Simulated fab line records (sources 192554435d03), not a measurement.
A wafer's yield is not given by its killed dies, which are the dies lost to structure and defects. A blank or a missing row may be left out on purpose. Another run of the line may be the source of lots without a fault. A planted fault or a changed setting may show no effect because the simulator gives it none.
Which tool is to blame? | flow n5-finfet | Sampling: 22 lots, 66 wafers, 6 of 1938 route steps

== WHAT EACH GAUGE READ, for each wafer ==
N5_BEOL_M5_INSPECT_58: inspects for defects (darkfield). Usual: raw-defect-count reads 70 (standard deviation 24).
lot  | measured     | on                | raw-defect-count | flag
L074 | day 8 00:26  | defect-inspect-01 | 131 108 75       |
L077 | day 8 17:11  | defect-inspect-01 | 74 116 102       |
L075 | day 9 08:05  | defect-inspect-01 | 73 76 62         |
L078 | day 9 09:11  | defect-inspect-01 | 70 35 93         |
L076 | day 9 14:11  | defect-inspect-01 | 44 51 78         |
L079 | day 10 03:46 | defect-inspect-02 | 68 54 58         |
L081 | day 10 22:29 | defect-inspect-02 | 64 96 52         |
L083 | day 11 03:15 | defect-inspect-02 | 56 59 57         |
L084 | day 11 03:15 | defect-inspect-01 | 44 78 58         |
L085 | day 11 07:50 | defect-inspect-01 | 108 73 75        |
L082 | day 11 07:59 | defect-inspect-02 | 74 92 62         |
L086 | day 11 19:01 | defect-inspect-01 | 92 55 64         |
L088 | day 12 01:57 | defect-inspect-01 | 69 92 59         |
L087 | day 12 02:43 | defect-inspect-01 | 124 70 52        |
L089 | day 12 07:28 | defect-inspect-01 | 101 71 52        |
L092 | day 13 04:34 | defect-inspect-01 | 42 36 55         |
L091 | day 13 07:26 | defect-inspect-01 | 48 93 59         |
L093 | day 13 11:33 | defect-inspect-02 | 54 58 70         |
L094 | day 13 11:40 | defect-inspect-02 | 59 69 76         |
L095 | day 14 00:20 | defect-inspect-01 | 66 62 32         |
L096 | day 14 03:58 | defect-inspect-01 | 72 61 52         |
L097 | day 14 07:32 | defect-inspect-02 | 103 137 62       |

N5_BEOL_M6_OCD_MEAS_38. Usual: trench-depth-nm reads 94.0 nm (standard deviation 1.3).
lot  | measured     | on     | trench-depth-nm (nm) | flag
L074 | day 8 04:07  | ocd-01 | 94.9 95.2 95.4       |
L077 | day 8 21:11  | ocd-01 | 93.2 92.4 93.0       |
L075 | day 9 11:25  | ocd-02 | 95.0 95.2 94.7       |
L078 | day 9 13:19  | ocd-01 | 95.3 94.9 93.4       |
L076 | day 9 19:05  | ocd-02 | 93.6 93.0 93.7       |
L079 | day 10 08:01 | ocd-01 | 93.4 94.4 95.0       |
L081 | day 11 06:55 | ocd-02 | 92.7 92.7 93.0       |
L083 | day 11 10:21 | ocd-01 | 94.1 93.6 93.4       |
L084 | day 11 10:28 | ocd-01 | 94.2 94.4 93.8       |
L085 | day 11 12:27 | ocd-02 | 94.0 95.4 92.9       |
L082 | day 11 12:11 | ocd-02 | 94.7 93.7 93.9       |
L086 | day 12 00:31 | ocd-01 | 95.6 94.3 91.5       |
L088 | day 12 08:58 | ocd-01 | 92.7 91.9 95.1       |
L087 | day 12 09:22 | ocd-01 | 91.8 97.5 95.5       |
L089 | day 12 11:08 | ocd-02 | 93.4 93.4 94.0       |
L092 | day 13 14:33 | ocd-01 | 92.5 93.6 92.8       |
L091 | day 13 14:31 | ocd-01 | 93.6 93.8 93.4       |
L093 | day 13 17:01 | ocd-01 | 92.8 93.9 93.6       |
L094 | day 13 17:12 | ocd-01 | 96.2 95.4 92.3       |
L095 | day 14 05:17 | ocd-02 | 95.6 95.0 91.7       |
L096 | day 14 06:46 | ocd-01 | 95.5 93.9 94.1       |
L097 | day 14 14:49 | ocd-02 | 92.7 92.5 93.8       |

== TOOL THAT RAN EACH LOT (tool first, then ch and the chambers of the sampled wafers, then the start) ==
lot  | N5_BEOL_M5_SPUTTER_90        | N5_BEOL_M6_STRIP_19                | N5_BEOL_M6_DESCUM_33               | N5_BEOL_M6_ETCH_66
L074 | pvd-sputter-03, day 7 23:22  | rie-diel-04 ch 0,2, day 8 02:59    | rie-diel-01 ch 0,1,3, day 8 03:42  | rie-diel-01 ch 0,1,3, day 8 03:47
L077 | pvd-sputter-03, day 8 16:05  | rie-diel-03 ch 0,2, day 8 18:48    | rie-diel-03 ch 0,3, day 8 20:46    | rie-diel-03 ch 0,3, day 8 20:51
L075 | pvd-sputter-01, day 9 06:59  | rie-diel-01 ch 1,2,3, day 9 09:59  | rie-diel-01 ch 0,1,3, day 9 10:59  | rie-diel-01 ch 0,1,3, day 9 11:04
L078 | pvd-sputter-03, day 9 07:37  | rie-diel-03 ch 0,1,3, day 9 12:13  | rie-diel-01 ch 0,2,3, day 9 12:53  | rie-diel-01 ch 0,2,3, day 9 12:58
L076 | pvd-sputter-03, day 9 12:55  | rie-diel-04 ch 0,3, day 9 16:53    | rie-diel-04 ch 0,2, day 9 18:40    | rie-diel-04 ch 0,2, day 9 18:44
L079 | pvd-sputter-03, day 10 02:32 | rie-diel-04 ch 0,1,2, day 10 06:25 | rie-diel-03 ch 0,1, day 10 07:35   | rie-diel-03 ch 0,1, day 10 07:40
L081 | pvd-sputter-03, day 10 21:22 | rie-diel-04 ch 0,1,2, day 11 01:55 | rie-diel-04 ch 1,2, day 11 06:30   | rie-diel-04 ch 1,2, day 11 06:35
L083 | pvd-sputter-02, day 11 02:07 | rie-diel-01 ch 0,1,2, day 11 07:52 | rie-diel-04 ch 1,2, day 11 09:56   | rie-diel-04 ch 1,2, day 11 10:01
L084 | pvd-sputter-03, day 11 02:07 | rie-diel-04 ch 1,3, day 11 08:07   | rie-diel-01 ch 0,1,3, day 11 10:02 | rie-diel-01 ch 0,1,3, day 11 10:07
L085 | pvd-sputter-01, day 11 06:45 | rie-diel-04 ch 1,2,3, day 11 11:30 | rie-diel-01 ch 0,1,2, day 11 12:02 | rie-diel-01 ch 0,1,2, day 11 12:07
L082 | pvd-sputter-03, day 11 06:46 | rie-diel-01 ch 0,1,3, day 11 11:13 | rie-diel-04 ch 1,2,3, day 11 11:46 | rie-diel-04 ch 1,2,3, day 11 11:50
L086 | pvd-sputter-03, day 11 17:55 | rie-diel-03 ch 0,2,3, day 11 22:31 | rie-diel-03 ch 0,2,3, day 12 00:05 | rie-diel-03 ch 0,2,3, day 12 00:10
L088 | pvd-sputter-01, day 12 00:47 | rie-diel-01 ch 0,3, day 12 06:58   | rie-diel-03 ch 0,2, day 12 08:32   | rie-diel-03 ch 0,2, day 12 08:37
L087 | pvd-sputter-03, day 12 01:32 | rie-diel-01 ch 0,1,3, day 12 07:08 | rie-diel-03 ch 0,2,3, day 12 08:56 | rie-diel-03 ch 0,2,3, day 12 09:01
L089 | pvd-sputter-02, day 12 06:21 | rie-diel-01 ch 1,2,3, day 12 10:12 | rie-diel-01 ch 0,1,3, day 12 10:43 | rie-diel-01 ch 0,1,3, day 12 10:47
L092 | pvd-sputter-03, day 13 03:01 | rie-diel-03 ch 0,2,3, day 13 06:35 | rie-diel-01 ch 1,2,3, day 13 14:08 | rie-diel-01 ch 1,2,3, day 13 14:13
L091 | pvd-sputter-01, day 13 06:22 | rie-diel-01 ch 0,2, day 13 11:43   | rie-diel-04 ch 0,1,2, day 13 14:05 | rie-diel-04 ch 0,1,2, day 13 14:10
L093 | pvd-sputter-03, day 13 10:28 | rie-diel-03 ch 1,3, day 13 15:01   | rie-diel-01 ch 1,2,3, day 13 16:35 | rie-diel-01 ch 1,2,3, day 13 16:40
L094 | pvd-sputter-02, day 13 10:33 | rie-diel-04 ch 1,2, day 13 15:09   | rie-diel-03 ch 0,2,3, day 13 16:46 | rie-diel-03 ch 0,2,3, day 13 16:51
L095 | pvd-sputter-02, day 13 22:58 | rie-diel-04 ch 0,2, day 14 04:06   | rie-diel-03 ch 0,1,2, day 14 04:52 | rie-diel-03 ch 0,1,2, day 14 04:56
L096 | pvd-sputter-01, day 14 02:53 | rie-diel-03 ch 0,1,3, day 14 05:49 | rie-diel-03 ch 0,1,3, day 14 06:19 | rie-diel-03 ch 0,1,3, day 14 06:24
L097 | pvd-sputter-02, day 14 06:27 | rie-diel-03 ch 1,2,3, day 14 10:31 | rie-diel-04 ch 0,1,2, day 14 14:23 | rie-diel-04 ch 0,1,2, day 14 14:28
- N5_BEOL_M5_SPUTTER_90: material Cu, target thk 4.5 nm, time 8.29 s.
- N5_BEOL_M6_STRIP_19: strips in O2.
- N5_BEOL_M6_DESCUM_33: chemistry O2, time 7 s.
- N5_BEOL_M6_ETCH_66: etches SOC in N2/H2, target depth 80 nm, overetch 16 nm, time 120 s.

== WHAT THE TOOLS THEMSELVES READ (means of the sampled wafers that have a number; where no wafer has one, the mark that the record gives instead) ==
N5_BEOL_M5_SPUTTER_90. Usual: substrate-temp-c -19.97 C, standard deviation 0.11; throttle-valve-pct 29.5 %, standard deviation 1.1.
lot  | tool           | substrate-temp-c (C) | throttle-valve-pct (%) | flag
L074 | pvd-sputter-03 | -20.03               | 29.0                   |
L077 | pvd-sputter-03 | -19.81               | 30.0                   |
L075 | pvd-sputter-01 | -20.04               | 29.8                   |
L078 | pvd-sputter-03 | -19.96               | 29.7                   |
L076 | pvd-sputter-03 | -20.03               | 28.7                   |
L079 | pvd-sputter-03 | -19.82               | 29.1                   |
L081 | pvd-sputter-03 | -19.86               | 30.0                   |
L083 | pvd-sputter-02 | -20.04               | 29.0                   |
L084 | pvd-sputter-03 | -19.92               | 29.8                   |
L085 | pvd-sputter-01 | -20.02               | 29.9                   |
L082 | pvd-sputter-03 | -20.00               | 30.1                   |
L086 | pvd-sputter-03 | -19.99               | 29.6                   |
L088 | pvd-sputter-01 | -19.93               | 30.2                   |
L087 | pvd-sputter-03 | -19.97               | 28.8                   |
L089 | pvd-sputter-02 | -19.91               | 29.1                   |
L092 | pvd-sputter-03 | -19.96               | 30.2                   |
L091 | pvd-sputter-01 | -19.88               | 30.6                   |
L093 | pvd-sputter-03 | -20.05               | 29.3                   |
L094 | pvd-sputter-02 | -20.09               | 29.2                   |
L095 | pvd-sputter-02 | -20.00               | 29.7                   |
L096 | pvd-sputter-01 | -20.06               | 30.9                   |
L097 | pvd-sputter-02 | -20.01               | 29.8                   |

N5_BEOL_M6_STRIP_19. Usual: drypump-motor-current-A is 5.9 A with standard deviation 0.43, o2-flow-sccm is 224.9 sccm with standard deviation 0.67, oes-product-au is 0.79 a.u. with standard deviation 0.099, rf-vpp-V is 3.6 V with standard deviation 0.57, showerhead-plenum-p-Torr is 2.10 Torr with standard deviation 0.053, temp-c is 39.99 C with standard deviation 0.12, and throttle-valve-pct is 16.71 % with standard deviation 0.23.
lot  | tool        | drypump-motor-current-A (A) | o2-flow-sccm (sccm) | oes-product-au (a.u.) | rf-vpp-V (V) | showerhead-plenum-p-Torr (Torr) | temp-c (C) | throttle-valve-pct (%) | flag
L074 | rie-diel-04 | 5.3                         | 224.7               | 0.71                  | 3.5          | 2.07                            | 40.04      | 16.77                  |
L077 | rie-diel-03 | 5.6                         | 225.3               | 0.70                  | 3.6          | 2.13                            | 39.83      | 16.73                  |
L075 | rie-diel-01 | 6.2                         | 224.9               | 0.77                  | 3.6          | 2.09                            | 40.02      | 16.72                  |
L078 | rie-diel-03 | 5.9                         | 225.6               | 0.79                  | 3.3          | 2.09                            | 39.98      | 16.69                  |
L076 | rie-diel-04 | 5.6                         | 225.6               | 0.78                  | 3.4          | 2.07                            | 39.97      | 16.61                  |
L079 | rie-diel-04 | 5.4                         | 224.7               | 0.72                  | 3.7          | 2.11                            | 39.99      | 16.87                  |
L081 | rie-diel-04 | 5.4                         | 225.0               | 0.71                  | 3.7          | 2.10                            | 39.93      | 16.86                  |
L083 | rie-diel-01 | 6.3                         | 225.6               | 0.76                  | 3.0          | 2.12                            | 39.99      | 16.74                  |
L084 | rie-diel-04 | 5.9                         | 224.3               | 0.86                  | 3.4          | 2.10                            | 40.03      | 16.57                  |
L085 | rie-diel-04 | 5.6                         | 224.8               | 0.79                  | 3.8          | 2.10                            | 39.95      | 16.77                  |
L082 | rie-diel-01 | 6.4                         | 224.9               | 0.79                  | 3.6          | 2.13                            | 39.96      | 16.81                  |
L086 | rie-diel-03 | 5.8                         | 224.2               | 0.89                  | 3.6          | 2.09                            | 40.06      | 16.50                  |
L088 | rie-diel-01 | 6.2                         | 224.6               | 0.82                  | 3.7          | 2.15                            | 40.04      | 16.78                  |
L087 | rie-diel-01 | 6.4                         | 225.0               | 0.79                  | 3.7          | 2.13                            | 39.99      | 16.81                  |
L089 | rie-diel-01 | 6.2                         | 225.1               | 0.74                  | 3.4          | 2.09                            | 40.01      | 16.77                  |
L092 | rie-diel-03 | 5.8                         | 225.1               | 0.86                  | 3.1          | 2.09                            | 39.85      | 16.54                  |
L091 | rie-diel-01 | 6.3                         | 224.5               | 0.79                  | 3.9          | 2.16                            | 39.92      | 16.71                  |
L093 | rie-diel-03 | 6.1                         | 224.4               | 0.91                  | 4.3          | 2.05                            | 39.97      | 16.45                  |
L094 | rie-diel-04 | 5.3                         | 224.3               | 0.70                  | 3.9          | 2.09                            | 39.95      | 17.00                  |
L095 | rie-diel-04 | 5.2                         | 225.4               | 0.77                  | 3.5          | 2.06                            | 40.00      | 16.77                  |
L096 | rie-diel-03 | 5.9                         | 225.2               | 0.91                  | 2.9          | 2.08                            | 39.98      | 16.44                  |
L097 | rie-diel-03 | 6.0                         | 224.8               | 0.83                  | 4.0          | 2.05                            | 39.97      | 16.66                  |

N5_BEOL_M6_DESCUM_33. Usual: drypump-motor-current-A is 5.9 A with standard deviation 0.4, o2-flow-sccm is 224.9 sccm with standard deviation 0.72, oes-product-au is 0.80 a.u. with standard deviation 0.1, rf-vpp-V is 243.3 V with standard deviation 1.2, showerhead-plenum-p-Torr is 2.10 Torr with standard deviation 0.053, temp-c is 40.02 C with standard deviation 0.1, and throttle-valve-pct is 20.44 % with standard deviation 0.22.
lot  | tool        | drypump-motor-current-A (A) | o2-flow-sccm (sccm) | oes-product-au (a.u.) | rf-vpp-V (V) | showerhead-plenum-p-Torr (Torr) | temp-c (C) | throttle-valve-pct (%) | flag
L074 | rie-diel-01 | 6.4                         | 225.4               | 0.82                  | 243.5        | 2.14                            | 40.06      | 20.52                  |
L077 | rie-diel-03 | 5.9                         | 224.8               | 0.69                  | 243.2        | 2.08                            | 39.96      | 20.45                  |
L075 | rie-diel-01 | 6.4                         | 225.1               | 0.81                  | 243.8        | 2.13                            | 40.03      | 20.55                  |
L078 | rie-diel-01 | 6.2                         | 224.7               | 0.82                  | 244.0        | 2.14                            | 40.04      | 20.43                  |
L076 | rie-diel-04 | 5.2                         | 224.8               | 0.71                  | 242.7        | 2.07                            | 40.05      | 20.60                  |
L079 | rie-diel-03 | 5.8                         | 224.3               | 0.86                  | 243.1        | 2.08                            | 39.96      | 20.38                  |
L081 | rie-diel-04 | 5.5                         | 225.0               | 0.74                  | 243.8        | 2.13                            | 39.96      | 20.67                  |
L083 | rie-diel-04 | 5.5                         | 224.5               | 0.74                  | 244.4        | 2.13                            | 39.93      | 20.68                  |
L084 | rie-diel-01 | 6.4                         | 225.0               | 0.80                  | 244.1        | 2.13                            | 40.04      | 20.57                  |
L085 | rie-diel-01 | 6.3                         | 224.9               | 0.76                  | 243.4        | 2.11                            | 40.07      | 20.47                  |
L082 | rie-diel-04 | 5.6                         | 224.3               | 0.79                  | 243.4        | 2.09                            | 39.98      | 20.52                  |
L086 | rie-diel-03 | 5.8                         | 225.2               | 0.88                  | 243.3        | 2.09                            | 39.98      | 20.25                  |
L088 | rie-diel-03 | 5.7                         | 224.7               | 0.78                  | 243.0        | 2.09                            | 39.96      | 20.45                  |
L087 | rie-diel-03 | 5.8                         | 224.5               | 0.87                  | 243.0        | 2.09                            | 40.07      | 20.27                  |
L089 | rie-diel-01 | 6.4                         | 225.1               | 0.78                  | 244.7        | 2.12                            | 39.97      | 20.59                  |
L092 | rie-diel-01 | 6.2                         | 225.7               | 0.74                  | 243.0        | 2.08                            | 39.98      | 20.54                  |
L091 | rie-diel-04 | 5.4                         | 224.7               | 0.79                  | 243.2        | 2.09                            | 40.03      | 20.51                  |
L093 | rie-diel-01 | 6.2                         | 224.6               | 0.73                  | 243.0        | 2.08                            | 40.05      | 20.54                  |
L094 | rie-diel-03 | 5.8                         | 225.6               | 0.84                  | 244.1        | 2.08                            | 40.19      | 20.29                  |
L095 | rie-diel-03 | 5.8                         | 225.4               | 0.83                  | 243.5        | 2.08                            | 39.99      | 20.37                  |
L096 | rie-diel-03 | 5.9                         | 224.1               | 0.92                  | 243.4        | 2.07                            | 40.01      | 20.20                  |
L097 | rie-diel-04 | 5.4                         | 225.2               | 0.78                  | 243.2        | 2.09                            | 40.05      | 20.52                  |

N5_BEOL_M6_ETCH_66. Usual: drypump-motor-current-A 5.9 A, standard deviation 0.4; oes-product-au 0.61 a.u., standard deviation 0.076; rf-vpp-V 524.2 V, standard deviation 2; showerhead-plenum-p-Torr 2.55 Torr, standard deviation 0.066; temp-c 40.00 C, standard deviation 0.12; throttle-valve-pct 17.89 %, standard deviation 0.24.
lot  | tool        | drypump-motor-current-A (A) | oes-product-au (a.u.) | rf-vpp-V (V) | showerhead-plenum-p-Torr (Torr) | temp-c (C) | throttle-valve-pct (%) | flag
L074 | rie-diel-01 | 6.4                         | 0.63                  | 525.5        | 2.60                            | 39.95      | 17.96                  |
L077 | rie-diel-03 | 5.9                         | 0.53                  | 524.0        | 2.54                            | 39.99      | 17.88                  |
L075 | rie-diel-01 | 6.4                         | 0.62                  | 525.2        | 2.59                            | 39.99      | 17.98                  |
L078 | rie-diel-01 | 6.2                         | 0.62                  | 526.3        | 2.60                            | 39.91      | 17.84                  |
L076 | rie-diel-04 | 5.2                         | 0.54                  | 522.6        | 2.52                            | 40.06      | 18.05                  |
L079 | rie-diel-03 | 5.8                         | 0.65                  | 523.5        | 2.54                            | 39.95      | 17.85                  |
L081 | rie-diel-04 | 5.5                         | 0.56                  | 525.3        | 2.60                            | 39.98      | 18.17                  |
L083 | rie-diel-04 | 5.5                         | 0.56                  | 525.6        | 2.60                            | 39.93      | 18.17                  |
L084 | rie-diel-01 | 6.4                         | 0.61                  | 524.7        | 2.59                            | 39.90      | 18.02                  |
L085 | rie-diel-01 | 6.3                         | 0.58                  | 525.1        | 2.58                            | 40.03      | 17.96                  |
L082 | rie-diel-04 | 5.6                         | 0.60                  | 524.3        | 2.55                            | 39.99      | 17.99                  |
L086 | rie-diel-03 | 5.8                         | 0.67                  | 523.4        | 2.54                            | 40.01      | 17.65                  |
L088 | rie-diel-03 | 5.7                         | 0.61                  | 524.2        | 2.55                            | 39.92      | 17.84                  |
L087 | rie-diel-03 | 5.8                         | 0.67                  | 523.7        | 2.54                            | 39.99      | 17.67                  |
L089 | rie-diel-01 | 6.4                         | 0.60                  | 525.7        | 2.58                            | 40.00      | 18.02                  |
L092 | rie-diel-01 | 6.2                         | 0.56                  | 523.2        | 2.53                            | 40.06      | 18.00                  |
L091 | rie-diel-04 | 5.4                         | 0.60                  | 524.1        | 2.55                            | 39.94      | 17.98                  |
L093 | rie-diel-01 | 6.2                         | 0.56                  | 524.1        | 2.53                            | 39.98      | 18.01                  |
L094 | rie-diel-03 | 5.8                         | 0.65                  | 523.9        | 2.54                            | 40.06      | 17.69                  |
L095 | rie-diel-03 | 5.8                         | 0.64                  | 524.0        | 2.53                            | 40.05      | 17.81                  |
L096 | rie-diel-03 | 5.9                         | 0.70                  | 522.9        | 2.52                            | 40.13      | 17.63                  |
L097 | rie-diel-04 | 5.4                         | 0.60                  | 523.8        | 2.55                            | 40.13      | 18.00                  |

== THE ANSWER, worked out from the rows above alone ==
Rule: take the mean of a lot's wafers that have a number; if it is more than 3 standard deviations from the usual mean, the lot is off. Also off: a lot with no number at a reading for which 4 or more lots have one. All remaining lots with rows at the step are treated as sound. After the gauges, taken in route order, come the tools' own readings; for these a lot's mean is taken, as printed above. At the first step where some lot is off, the reading lying furthest off is the one used; lots without a number count as furthest.
Nothing can be told from this: no lot is off at any reading shown.

== WHAT WAS PUT IN BY THE SIMULATOR ==
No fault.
